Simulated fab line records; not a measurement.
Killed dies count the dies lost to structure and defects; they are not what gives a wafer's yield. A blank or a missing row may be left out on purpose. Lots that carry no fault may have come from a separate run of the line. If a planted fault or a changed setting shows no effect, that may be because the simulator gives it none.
Comparing a struck lot with a sound one || flow nandHarc || 15 out of 1302 route steps
Sound: these wafers, L950.1, L950.3, L950.4. Struck: wafers L952.1, L952.2, L952.5. The cause is named last.
Each step with rows lists, per side, the tool, then ch with its chambers, then its first start. Under that, the readings that differ: sound wafers || struck wafers || difference of the means || sigmas: that difference in standard deviations of wafers without a fault.
alike: a reading whose means differ by less than 2 such deviations, as well as words and numbers matching on both sides. not compared: withheld readings; readings where some wafer has no value; bounds like >300 that might hide an equal value; numbers whose values overlap and for which the record gives no deviation.
Wherever a step has rows on one side only, a row that says differs or no value, or a row with sigmas, the two part there. Numbers that have no deviation but don't overlap get no sigmas and don't part them. A reading missing from all wafers of one side parts the sides only when that side holds two or more wafers.

first, 1 step without rows for these wafers: NHARC_A_CHANNEL_HOLE_D1_ETCH_39 (etches the open film in N2/H2, target depth 260 nm, time 325 s).
NHARC_A_CHANNEL_HOLE_D1_ETCH_34: etches the open film in CF4/CHF3, target depth 154 nm, time 77 s.
  sound on rieDiel-04 ch 0,1,2; struck on rieDiel-01 ch 0,3
  alike: biasW, cf4FlowSccm, drypumpMotorCurrentA, mfcArSccm, oesProductAu, rfVppV, showerheadPlenumPTorr, throttleValvePct
  not compared: rfHoursCounterH
NHARC_A_CHANNEL_HOLE_D1_ETCH_16: etches the open film in O2/COS, target depth 3100 nm, time 806 s.
  sound on rieDiel-04 ch 0,1,3; struck on rieDiel-01 ch 0,1,2
  alike: biasW, chamberPressureMTorr, drypumpMotorCurrentA, mfcArSccm, oesProductAu, rfVppV, showerheadPlenumPTorr, throttleValvePct
  not compared: rfHoursCounterH
NHARC_A_CHANNEL_HOLE_D1_CD_MEAS_18:
  sound on cdSem-03, day 10 18:15; struck on cdSem-02, day 11 20:37
  alike: cdNm
then, 2 steps without rows for these wafers: NHARC_A_CHANNEL_HOLE_D1_ETCH_19 (etches the open film in C4F8/O2/Ar, time 34.5 s); NHARC_A_CHANNEL_HOLE_D1_ETCH_20 (etches the open film in C4F8/O2/Ar, time 361.9 s, target depth 1600 nm).
NHARC_A_CHANNEL_HOLE_D1_ETCH_21: etches the open film in C4F8/O2/Ar, time 514.3 s, target depth 1600 nm.
  sound on harEtch-02 ch 0,1, day 10 18:50; struck on harEtch-01 ch 0,1, day 11 21:07
  alike: c4f8FlowSccm, chamberPressureMTorr, drypumpMotorCurrentA, mfcArSccm, showerheadPlenumPTorr, throttleValvePct
  not compared: rfHoursCounterH
NHARC_A_CHANNEL_HOLE_D1_ETCH_22: etches the open film in C4F8/O2/Ar, time 666.7 s, target depth 1600 nm.
  sound on harEtch-02 ch 0,1, day 10 19:17; struck on harEtch-01 ch 0,1, day 11 21:34
{"reading": "c4f8FlowSccm (sccm)", "sound": "88.68 88.96 88.71", "struck": "89.53 89.86 89.68", "difference": "+0.91", "sigmas": "+3"}
  alike: chamberPressureMTorr, drypumpMotorCurrentA, mfcArSccm, showerheadPlenumPTorr, throttleValvePct
  not compared: rfHoursCounterH
then, 1 step without rows for these wafers: NHARC_A_CHANNEL_HOLE_D1_ETCH_23 (etches the open film in C4F8/O2/Ar, time 819 s, target depth 1600 nm).
NHARC_A_CHANNEL_HOLE_D1_ETCH_24: etches the open film in C4F8/O2/Ar, time 906.2 s, target depth 1500 nm.
  sound on harEtch-02 ch 0,1, day 10 20:35; struck on harEtch-01 ch 0,1, day 11 22:49
  alike: c4f8FlowSccm, chamberPressureMTorr, drypumpMotorCurrentA, mfcArSccm, showerheadPlenumPTorr, throttleValvePct
  not compared: rfHoursCounterH
then, 2 steps without rows for these wafers: NHARC_A_CHANNEL_HOLE_D1_ETCH_25 (etches the open film in C4F8/O2/Ar, time 1040.2 s, target depth 1500 nm); NHARC_A_CHANNEL_HOLE_D1_ETCH_26 (etches the open film in C4F8/O2/Ar, time 224.1 s, target depth 300 nm).
NHARC_A_CHANNEL_HOLE_D1_ETCH_33: etches the open film in C4F8/O2/Ar, time 90 s, target depth 400 nm.
  sound on harEtch-02 ch 0,1, day 10 22:20; struck on harEtch-01 ch 0,1, day 12 00:40
  no value came back on the struck wafers for any of 6 readings (biasV (V), c4f8FlowSccm (sccm) and others); on the sound wafers biasV (V) reads 399 403 399
  not compared: rfHoursCounterH
then, 1 step without rows for these wafers: NHARC_A_CHANNEL_HOLE_D1_STRIP_41 (strips in N2/H2).
-- break in the record here, with 15 days between the starts of the struck wafers on either side (left off in module A_CHANNEL_HOLE_D1, picked up again in module END, where the first step shown is number 1302 on the route) --
NHARC_END_SORT_01:
  here the record holds rows for the struck wafers (prober-02 ch 0, day 27 09:19) but none for the sound ones

WHERE THEY PART
Last at NHARC_END_SORT_01 as far as this record goes, first at NHARC_A_CHANNEL_HOLE_D1_ETCH_22.

WHY: what the simulator had put in
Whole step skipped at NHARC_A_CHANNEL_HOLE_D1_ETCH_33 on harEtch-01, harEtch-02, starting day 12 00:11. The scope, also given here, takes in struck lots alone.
